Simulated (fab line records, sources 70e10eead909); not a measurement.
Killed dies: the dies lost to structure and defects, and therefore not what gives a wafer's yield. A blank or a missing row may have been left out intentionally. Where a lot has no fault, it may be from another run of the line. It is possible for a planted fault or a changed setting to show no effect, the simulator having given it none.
fab line records -- flow nandHarc
[record] lots = 9, wafers = 23, lastDay = 26
route steps=1159 shown P_BONDPAD@386 A_ZERO_WELL@405 A_CHANNEL_HOLE_D1@460 END@1158
lots that met no fault: from a run of the same line without faults
startH: start of the lot's first displayed wafer, in hours after the record's first day -- waitH: time in hours since the lot's previous step -- " unchanged from the row above -- L1.1+2: several wafers, shown together as one row -- - value missing, or start not given -- * or withheld: withheld -- < > ~ a bound
route shown NAME@n: NAME is a module with steps in the file, n the number in the route of the first one -- usual: mean and standard deviation over wafers with no fault -- same: alike in all rows -- chamber/n: place in a boat -- sites: per-site readings -- _std_site: standard deviation of those values -- _edge_site: inner sites' mean taken away from outer sites' mean -- radiusMm: how far each site lies from the wafer's centre -- mask NAME#n: copy n -- behind: the tool/chamber that last shaped the wafer -- hold: why the lot went on hold/how many hours it stayed there/how the hold came to an end -- device: the transistor (n, p or np) that didn't switch -- end of line: tests of these same wafers at the route's end -- step lacking rows: just its recipe -- killed: dies that structure and defects cost at the first sort, which is not the same as the wafer's yield -- map: a wafer's dies, marking killed ones x, the rest . and places with no die _
set.NAME: the setting as run; set.NAME@STEP: as run at that earlier step -- model.NAME: the simulator's own value behind a step, which no gauge read
the route's steps for a sample of lots (tables are steps, rows are wafers)
services: the hour from which a tool's chamber was out of use, counted from the record's first day as startH (under 0 if before that day), plus the number of hours and why
[[steps]]
[step NHARC_P_BONDPAD_ACTIVATE_29]
[recipe] timeS = 60, n2FlowSccm = 200, arFlowSccm = 0, biasPowerW = 0, chemistry = N2
[usual] drypumpMotorCurrentA = 5.7/0.58, mfcArSccm = 0.010/0.012, oesProductAu = 1.005/0.014, rfVppV = 64.1/0.87, showerheadPlenumPTorr = 1.79/0.066
lot.wafer,tool,chamber,startH,waitH,drypumpMotorCurrentA,mfcArSccm,oesProductAu,rfHoursCounterH,rfVppV,showerheadPlenumPTorr
L379.3,rieDiel-04,1,142.25,0.1,5.0,0.017,0.998,2,64.4,1.74
L379.1,rieDiel-04,2,142.25,0.1,5.3,0,1.020,2,65.0,1.87
L379.6,rieDiel-04,3,142.25,0.1,6.5,0.030,0.972,-,64.3,1.81
L382.3,rieDiel-04,0,164.36,0.1,5.3,0,1.018,5,63.1,1.69
L382.2,rieDiel-04,1,164.36,0.1,5.0,0.017,1.030,5,62.7,1.74
L382.4,rieDiel-04,2,164.36,0.1,5.3,0,1.017,5,64.7,1.87
L384.4,rieDiel-04,2,183.86,0.1,5.3,0,1.014,7,63.7,1.87
L384.6,rieDiel-04,2,183.86,0.1,5.3,0,1.020,-,64.2,1.87
L384.5,rieDiel-04,3,183.86,0.1,6.5,0.030,0.977,-,64.9,1.81
L391.6,rieDiel-04,1,223.01,0.1,5.0,0.017,1.013,-,64.8,1.73
L392.4,rieDiel-04,3,223.28,0.1,6.5,0.030,0.990,11,66.4,1.81
L393.1,rieDiel-12,0,232.10,0.1,5.7,0,1.025,10,64.4,1.76
L393.3,rieDiel-12,2,232.10,0.1,6.2,0,0.997,7,63.4,1.87
L393.6,rieDiel-12,0,232.10,0.1,5.7,0,1.022,-,62.2,1.76
L394.4,rieDiel-04,2,240.91,0.1,5.3,0,1.011,12,65.5,1.86
L394.3,rieDiel-04,3,240.91,0.1,6.5,0.030,1.008,13,64.7,1.80
L394.5,rieDiel-04,1,240.91,0.1,5.0,0.017,1.018,-,62.6,1.73
L395.2,rieDiel-04,1,255.68,0.1,5.0,0.017,1.014,14,63.5,1.73
L395.3,rieDiel-04,2,255.68,0.1,5.3,0,1.023,14,65.3,1.86
L395.5,rieDiel-04,0,255.68,0.1,5.3,0,1.018,-,64.3,1.69
L399.3,rieDiel-04,0,263.06,0.1,5.3,0,1.006,14,64.3,1.69
L399.5,rieDiel-04,0,263.06,0.1,5.3,0,1.004,-,63.0,1.69
L399.6,rieDiel-04,1,263.06,0.1,5.0,0.017,1.002,-,62.2,1.73
[step NHARC_A_ZERO_WELL_ETCH_13]
[recipe] targetDepthA = 1200, timeS = 40.1, hbrFlowSccm = 150, cl2FlowSccm = 50, rfW = 400, icpW = 400, biasW = 100, chemistry = HBr/Cl2
[usual] biasW = 100.02/0.29, drypumpMotorCurrentA = 5.6/0.44, oesProductAu = 0.992/0.012, throttleValvePct = 26.405/0.0092
lot.wafer,tool,chamber,startH,waitH,biasW,drypumpMotorCurrentA,oesProductAu,rfHoursCounterH,throttleValvePct
L379.1,rieSi-05,2,143.88,-,99.29,5.7,0.986,0.6,26.416
L379.3,rieSi-05,3,143.88,-,100.26,5.3,0.996,0.5,26.406
L379.6,rieSi-05,0,143.88,-,100.16,5.1,1.009,-,26.389
L382.4,rieSi-03,3,165.88,-,100.02,6.3,1.004,0.0,26.413
L382.3,rieSi-03,0,165.88,-,100.46,6.0,1.005,0.0,26.405
L382.2,rieSi-03,1,165.88,-,100.33,5.6,0.992,0.0,26.408
L384.4,rieSi-03,0,185.46,-,99.94,6.0,1.012,0.1,26.412
L384.5,rieSi-03,0,185.46,-,100.19,6.0,1.022,-,26.391
L384.6,rieSi-03,1,185.46,-,100.21,5.7,0.977,-,26.405
L391.6,rieSi-05,0,224.55,-,99.66,5.1,1.000,-,26.409
L392.4,rieSi-03,2,224.93,-,99.76,5.9,0.993,0.4,26.399
L393.3,rieSi-02,2,233.75,-,100.03,5.0,1.006,0.1,26.403
L393.1,rieSi-02,3,233.75,-,100.21,5.6,0.981,0.1,26.397
L393.6,rieSi-02,1,233.75,-,100.18,6.1,0.994,-,26.407
L394.4,rieSi-03,1,242.52,-,100.11,5.6,0.969,0.6,26.409
L394.3,rieSi-03,3,242.52,-,99.97,6.4,0.979,0.6,26.411
L394.5,rieSi-03,2,242.52,-,99.98,5.9,0.995,-,26.399
L395.2,rieSi-02,3,257.28,-,99.23,5.6,0.979,0.3,26.410
L395.3,rieSi-02,1,257.28,-,99.74,6.1,0.986,0.3,26.418
L395.5,rieSi-02,3,257.28,-,99.72,5.6,0.984,-,26.405
L399.3,rieSi-05,1,264.67,-,99.27,4.9,1.007,0.1,26.412
L399.6,rieSi-05,1,264.67,-,99.49,4.9,1.013,-,26.403
L399.5,rieSi-05,2,264.67,-,100.45,5.7,1.001,-,26.403
[step NHARC_A_CHANNEL_HOLE_D1_PEB_08]
[recipe] pebTempC = 100, pebTimeS = 65
lot.wafer,tool,chamber,startH,waitH
L379.1+3+6,lithoTrack-06,0,182.82,0.1
L382.2+3+4,lithoTrack-06,0,203.57,0.1
L384.4+5+6,lithoTrack-06,0,232.60,0.0
L391.6,lithoTrack-06,0,263.90,0.0
L392.4,lithoTrack-06,0,265.55,0.0
L393.1+3+6,lithoTrack-04,0,271.04,0.1
L394.3+4+5,lithoTrack-04,0,280.09,0.0
L395.2+3+5,lithoTrack-04,0,295.48,0.1
L399.3+5+6,lithoTrack-04,0,305.27,0.0
[step NHARC_A_CHANNEL_HOLE_D1_CD_MEAS_10]
[recipe] targetCdNm = 100, landingEnergyEv = 500
[usual] cdNm = 99.8/0.61
lot.wafer,tool,chamber,startH,waitH,hold,cdNm
L379.1,cdSem-02,0,182.90,-,-,99.8
L379.3,cdSem-02,0,182.90,-,-,99.8
L379.6,cdSem-02,0,182.90,-,-,99.5
L382.2,cdSem-02,0,203.65,-,-,99.1
L382.3,cdSem-02,0,203.65,-,-,98.8
L382.4,cdSem-02,0,203.65,-,-,99.2
L384.4,cdSem-02,0,232.68,-,-,99.3
L384.5,cdSem-02,0,232.68,-,-,99.0
L384.6,cdSem-02,0,232.68,-,-,99.5
L391.6,cdSem-01,0,263.99,-,awaitDispo/0.2h/release,117.0
L391.6,cdSem-01,0,-,-,-,116.8
L392.4,cdSem-01,0,265.64,-,awaitDispo/0.2h/release,117.0
L392.4,cdSem-01,0,-,-,-,117.1
L393.1,cdSem-01,0,271.12,-,-,100.0
L393.3,cdSem-01,0,271.12,-,-,100.5
L393.6,cdSem-01,0,271.12,-,-,99.7
L394.3,cdSem-02,0,280.18,-,-,98.9
L394.4,cdSem-02,0,280.18,-,-,100.1
L394.5,cdSem-02,0,280.18,-,-,99.5
L395.2,cdSem-03,0,295.56,-,-,99.4
L395.3,cdSem-03,0,295.56,-,-,100.4
L395.5,cdSem-03,0,295.56,-,-,99.8
L399.3,cdSem-01,0,305.35,-,-,99.6
L399.5,cdSem-01,0,305.35,-,-,99.4
L399.6,cdSem-01,0,305.35,-,-,100.5
[step NHARC_A_CHANNEL_HOLE_D1_CD_MEAS_18]
[usual] cdNm = 99/3.1
lot.wafer,tool,chamber,startH,waitH,hold,cdNm
L379.1,cdSem-03,-,184.20,-,-,107
L379.3,cdSem-03,-,184.20,-,-,92
L379.6,cdSem-03,-,184.20,-,-,99
L382.2,cdSem-01,-,204.95,-,-,94
L382.3,cdSem-01,-,204.95,-,-,101
L382.4,cdSem-01,-,204.95,-,-,105
L384.4,cdSem-03,-,233.97,-,-,100
L384.5,cdSem-03,-,233.97,-,-,107
L384.6,cdSem-03,-,233.97,-,-,96
L392.4,cdSem-03,-,268.52,-,awaitDispo/0.2h/release,115
L392.4,cdSem-03,-,268.71,0.2,-,115
L393.1,cdSem-02,-,272.63,-,-,97
L393.3,cdSem-02,-,272.63,-,-,100
L393.6,cdSem-02,-,272.63,-,-,96
L391.6,cdSem-01,-,272.78,-,awaitDispo/0.2h/release,115
L391.6,cdSem-01,-,272.96,0.2,-,115
L394.3,cdSem-01,-,281.47,-,-,99
L394.4,cdSem-01,-,281.47,-,-,101
L394.5,cdSem-01,-,281.47,-,-,98
L395.2,cdSem-01,-,296.86,-,-,97
L395.3,cdSem-01,-,296.86,-,-,100
L395.5,cdSem-01,-,296.86,-,-,98
L399.3,cdSem-01,-,306.86,-,-,97
L399.5,cdSem-01,-,306.86,-,-,94
L399.6,cdSem-01,-,306.86,-,-,98
[step NHARC_A_CHANNEL_HOLE_D1_ETCH_21]
[recipe] biasV = 3000, sourceW = withheld, pressureMtorr = 20, timeS = 514.3, arFlowSccm = 375, c4f8FlowSccm = 89.3, o2FlowSccm = 35.7, tempC = -20, targetDepthA = 16000, chemistry = C4F8/O2/Ar
[usual] drypumpMotorCurrentA = 5.8/0.46, escClampCurrentUA = 0.02082/0.00023, mfcArSccm = 375.2/1.1, o2FlowSccm = 35.71/0.1, showerheadPlenumPTorr = 3.73/0.14, throttleValvePct = 32.154/0.0096
lot.wafer,tool,chamber,startH,waitH,drypumpMotorCurrentA,escClampCurrentUA,mfcArSccm,o2FlowSccm,rfHoursCounterH,showerheadPlenumPTorr,throttleValvePct
L379.1,harEtch-02,1,184.77,0.3,6.6,0.02108,374.9,35.80,100,3.88,32.148
L379.3,harEtch-02,0,184.77,0.3,5.7,0.02053,376.4,35.76,-,3.52,32.165
L379.6,harEtch-02,1,184.77,0.3,6.6,0.02096,374.0,35.75,-,3.88,32.158
L382.2,harEtch-02,0,205.76,0.3,5.7,0.02055,376.3,35.68,112,3.52,32.155
L382.3,harEtch-02,1,205.76,0.3,6.6,0.02112,373.3,35.70,-,3.87,32.158
L382.4,harEtch-02,0,205.76,0.3,5.7,0.02049,376.1,35.88,-,3.52,32.151
L384.4,harEtch-02,0,234.63,0.3,5.7,0.02059,374.6,35.69,-,3.51,32.147
L384.6,harEtch-02,0,234.63,0.3,5.7,0.02056,374.5,35.79,-,3.51,32.137
L384.5,harEtch-02,1,234.63,0.3,6.6,0.02104,375.7,35.49,-,3.86,32.156
L392.4,harEtch-01,0,272.42,0.3,5.5,0.02105,374.2,35.72,-,3.75,32.147
L393.1,harEtch-02,0,273.21,0.3,5.7,0.02055,377.7,35.55,142,3.50,32.157
L393.3,harEtch-02,0,273.21,0.3,5.7,0.0205,376.2,35.71,-,3.50,32.154
L393.6,harEtch-02,0,273.21,0.3,5.7,0.02056,376.8,35.66,-,3.50,32.148
L391.6,harEtch-02,0,278.38,0.3,5.7,0.02048,374.2,35.75,-,3.51,32.149
L394.3,harEtch-01,0,282.12,0.3,5.5,0.02103,376.4,35.76,-,3.75,32.165
L394.4,harEtch-01,1,282.12,0.3,5.6,0.02061,375.3,35.88,-,3.80,32.164
L394.5,harEtch-01,0,282.12,0.3,5.5,0.02104,375.0,35.76,-,3.75,32.160
L395.2,harEtch-01,0,297.36,0.3,5.5,0.02105,375.3,35.63,237,3.75,32.160
L395.3,harEtch-01,0,297.36,0.3,5.5,0.02102,376.6,35.67,-,3.75,32.168
L395.5,harEtch-01,0,297.36,0.3,5.5,0.02109,376.3,35.76,-,3.75,32.154
L399.3,harEtch-02,1,307.51,0.3,6.7,0.02109,375.0,35.75,-,3.85,32.144
L399.5,harEtch-02,1,307.51,0.3,6.7,0.02107,374.2,35.87,-,3.85,32.140
L399.6,harEtch-02,0,307.51,0.3,5.7,0.02054,375.3,35.83,-,3.50,32.147
[step NHARC_A_CHANNEL_HOLE_D1_XSEM_31]
[recipe] landingEnergyEv = 35000
[usual] botCdNm = 75.0/1.5, bowNm = 8.69/0.25, tiltDeg = 0.09/0.05
lot.wafer,tool,chamber,startH,waitH,hold,botCdNm,bowNm,tiltDeg
L379.1,xsem-02,0,189.90,0.1,-,77.4,8.77,-0.03
L379.3,xsem-02,0,189.90,0.1,-,73.9,8.78,-0.03
L379.6,xsem-02,0,189.90,0.1,-,73.6,8.80,-0.03
L382.2,xsem-01,0,211.33,0.1,-,74.6,8.70,0.10
L382.3,xsem-01,0,211.33,0.1,-,75.7,8.78,0.10
L382.4,xsem-01,0,211.33,0.1,-,75.1,8.76,0.10
L384.4,xsem-01,0,239.71,0.1,-,75.0,8.60,0.04
L384.5,xsem-01,0,239.71,0.1,-,73.6,8.69,0.04
L384.6,xsem-01,0,239.71,0.1,-,74.9,8.66,0.04
L393.1,xsem-02,0,278.32,0.1,-,76.3,8.28,0.16
L393.3,xsem-02,0,278.32,0.1,-,77.2,8.23,0.16
L393.6,xsem-02,0,278.32,0.1,-,77.4,8.34,0.16
L391.6,xsem-02,0,284.98,1.4,awaitDispo/1.3h/release,94.6,8.82,0.04
L392.4,xsem-01,0,286.26,8.8,awaitDispo/8.7h/release,92.8,8.58,0.11
L394.3,xsem-01,0,287.18,0.1,-,74.4,9.09,0.09
L394.4,xsem-01,0,287.18,0.1,-,73.0,9.12,0.09
L394.5,xsem-01,0,287.18,0.1,-,74.5,9.12,0.09
L395.2,xsem-01,0,302.56,0.1,-,77.2,8.51,0.15
L395.3,xsem-01,0,302.56,0.1,-,75.0,8.52,0.15
L395.5,xsem-01,0,302.56,0.1,-,77.1,8.51,0.15
L399.3,xsem-01,0,313.01,0.1,-,75.9,8.82,0.02
L399.5,xsem-01,0,313.01,0.1,-,73.7,8.76,0.02
L399.6,xsem-01,0,313.01,0.1,-,75.5,8.73,0.02
[step NHARC_END_WLT_00]
[usual] VT_DECK1_BOTTOM = 0.872/0.0069, VT_DECK1_BOTTOM_INNER = 0.872/0.0075, VT_DECK1_MEDIAN_NEAR_BOTTOM = 0.873/0.0078, VT_DECK1_MEDIAN_NEAR_BOTTOM_INNER = 0.873/0.007, VT_DECK1_MIDDLE = 0.884/0.0068, VT_DECK1_MIDDLE_INNER = 0.884/0.0071, VT_DECK1_TOP = 0.896/0.007, VT_DECK1_TOP_INNER = 0.895/0.0075
lot.wafer,tool,chamber,startH,waitH,VT_DECK1_BOTTOM,VT_DECK1_BOTTOM_INNER,VT_DECK1_MEDIAN_NEAR_BOTTOM,VT_DECK1_MEDIAN_NEAR_BOTTOM_INNER,VT_DECK1_MIDDLE,VT_DECK1_MIDDLE_INNER,VT_DECK1_TOP,VT_DECK1_TOP_INNER
L379.1,prober-01,-,439.35,1.0,0.876,0.872,0.867,0.875,0.884,0.872,0.885,0.893
L379.3,prober-01,-,440.36,2.0,0.866,0.864,0.851,0.859,0.879,0.876,0.883,0.887
L379.6,prober-01,-,441.88,3.5,0.863,0.864,0.859,0.870,0.883,0.884,0.888,0.876
L382.2,prober-02,-,553.22,8.4,0.871,0.880,0.870,0.867,0.881,0.880,0.896,0.898
L382.3,prober-02,-,553.22,8.4,0.871,0.866,0.875,0.885,0.891,0.886,0.900,0.900
L382.4,prober-02,-,553.22,8.4,0.869,0.874,0.871,0.876,0.885,0.885,0.898,0.896
L384.4,prober-01,-,562.16,12.8,0.881,0.878,0.882,0.882,0.887,0.898,0.901,0.898
L384.5,prober-01,-,562.16,12.8,0.874,0.873,0.876,0.874,0.890,0.889,0.901,0.902
L384.6,prober-01,-,562.16,12.8,0.875,0.874,0.879,0.875,0.887,0.894,0.897,0.898
L394.3,prober-01,-,592.70,32.6,0.871,0.873,0.868,0.866,0.878,0.889,0.896,0.892
L394.4,prober-01,-,592.70,32.6,0.866,0.857,0.872,0.868,0.883,0.882,0.902,0.901
L394.5,prober-01,-,592.70,32.6,0.870,0.871,0.869,0.867,0.878,0.889,0.891,0.886
L392.4,prober-02,-,593.18,9.3,0.930,0.922,0.929,0.919,0.936,0.939,0.939,0.942
L393.1,prober-02,-,599.50,39.4,0.878,0.880,0.872,0.878,0.888,0.890,0.899,0.897
L393.3,prober-02,-,599.50,39.4,0.869,0.873,0.877,0.874,0.889,0.880,0.888,0.900
L393.6,prober-02,-,601.98,41.9,0.874,0.878,0.880,0.875,0.881,0.888,0.895,0.897
L395.2,prober-01,-,607.82,37.2,0.875,0.871,0.886,0.876,0.878,0.884,0.892,0.894
L395.3,prober-01,-,607.82,37.2,0.870,0.881,0.860,0.878,0.886,0.884,0.900,0.898
L395.5,prober-01,-,609.32,38.7,0.871,0.872,0.873,0.870,0.883,0.889,0.895,0.894
L399.3,prober-02,-,616.13,37.2,0.883,0.873,0.878,0.881,0.891,0.894,0.889,0.896
L399.5,prober-02,-,616.13,37.2,0.871,0.874,0.880,0.876,0.886,0.887,0.902,0.899
L399.6,prober-02,-,616.13,37.2,0.874,0.878,0.881,0.875,0.892,0.890,0.903,0.891
L391.6,prober-01,-,623.98,2.5,0.910,0.904,0.906,0.912,0.926,0.920,0.927,0.921
[step NHARC_END_SORT_01]
[recipe] tempC = 25
[usual] killedAtArray = 27/12, killedAtOther = 0.9/1.1, killedAtPeriphery = 3.2/2.4, killedDies = 31/12, killedOpen = 3.3/1.7, killedShort = 2.0/1.6
[same] grossDies = 677
lot.wafer,tool,chamber,startH,waitH,killedAtArray,killedAtOther,killedAtPeriphery,killedDies,killedOpen,killedShort
L392.4,prober-02,0,597.10,3.4,126,1,1,128,3,5
L391.6,prober-01,0,628.46,4.0,320,0,2,322,0,1
// killed by level:class
L392.4 A_CHANNEL_HOLE_D1:areaPeb=92 A_CHANNEL_HOLE_D1:chamberFilmFlake=24 A_STAIRCASE:chamberFilmFlake=3 A_ONON_D1:geometricParticle:short=2 A_WL_FILL:geometricParticle:open=2 P_GATE:geometricParticle:open=1 A_CHANNEL_FILL_D1:geometricParticle:short=1 A_M0:geometricParticle:short=1
L391.6 A_CHANNEL_HOLE_D1:areaPeb=283 A_SLIT:chamberFilmFlake=18 A_CHANNEL_HOLE_D1:chamberFilmFlake=12 A_CONTACT:chamberFilmFlake=3 A_M0:chamberFilmFlake=2 P_M1:geometricParticle:short=1 P_GATE:chamberFilmFlake=1 A_STAIRCASE:chamberFilmFlake=1
[[services]]
tool,chamber,startH,hours,kind
rieDiel-04,0,120.90,-,clean
rieDiel-04,1,120.90,-,clean
rieDiel-04,2,120.90,-,clean
rieDiel-04,3,120.90,-,clean
rieSi-03,-,125.22,0.4,repair
lithoTrack-04,-,141.00,7.0,pm
rieDiel-04,0,145.40,-,clean
rieSi-03,-,155.00,9.0,pm
rieDiel-12,2,157.51,2.8,repair
rieDiel-12,1,169.21,14.6,repair
rieSi-05,2,181.31,3.4,repair
rieSi-02,-,191.70,0.3,repair
rieDiel-12,-,202.45,9.0,pm
rieSi-03,0,203.85,7.1,repair
rieSi-02,-,211.00,9.0,pm
harEtch-01,-,226.55,1.2,repair
rieSi-05,-,239.00,9.0,pm
rieSi-02,0,253.96,4.7,repair
rieDiel-12,3,258.47,5.0,repair
rieDiel-04,-,288.90,9.0,pm
lithoTrack-06,-,292.00,7.0,pm
xsem-02,-,302.00,14.0,pm
harEtch-01,-,305.26,17.0,pm
rieSi-02,1,306.80,3.1,repair
[[key]]
[firstSign] step = NHARC_A_CHANNEL_HOLE_D1_CD_MEAS_10, reading = visit, direction = added
[effect] step = NHARC_A_CHANNEL_HOLE_D1_CD_MEAS_10, reading = cdNm, direction = up, sigmas = 28, usual = 99.8, struck = 117.0
[effect] step = NHARC_A_CHANNEL_HOLE_D1_CD_MEAS_18, reading = visit, direction = added
[effect] step = NHARC_A_CHANNEL_HOLE_D1_CD_MEAS_18, reading = cdNm, direction = up, sigmas = 5.3, usual = 99, struck = 115
[effect] step = NHARC_A_CHANNEL_HOLE_D1_XSEM_31, reading = botCdNm, direction = up, sigmas = 13, usual = 75.0, struck = 93.7
[effect] step = NHARC_END_WLT_00, reading = VT_DECK1_MIDDLE, direction = up, sigmas = 6.9, usual = 0.884, struck = 0.931
[effect] step = NHARC_END_SORT_01, reading = killedAtArray, direction = up, sigmas = 17, usual = 27, struck = 223
[moreKillsBornAt] NHARC_A_CHANNEL_HOLE_D1_PEB_08@lithoTrack-06 = 375
metAt NHARC_A_CHANNEL_HOLE_D1_PEB_08
struckLots L391,L392
struckWafers L391.6,L392.4
testerLeftOut L391,L392
notActingAt NHARC_P_BONDPAD_ACTIVATE_29,NHARC_A_ZERO_WELL_ETCH_13,NHARC_A_CHANNEL_HOLE_D1_ETCH_21
onsetBetween 232.60 263.90
[fault] kind = processParameterDrift, tool = lithoTrack-06, chamber = -, onsetH = 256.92, steps = NHARC_A_CHANNEL_HOLE_D1_PEB_08, channel = pebTimeS, offset = *, shape = step, endH = 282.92, scope = struckWafersOnly, actsIn = *, stated = *
// testerLeftOut: of these lots the tester's yield and bins aren't shown, on N5 and GAA mostly nor the transistor test; their killed dies are dies lost to structure and defects alone, not to doping, threshold or leakage, so they don't give the yield
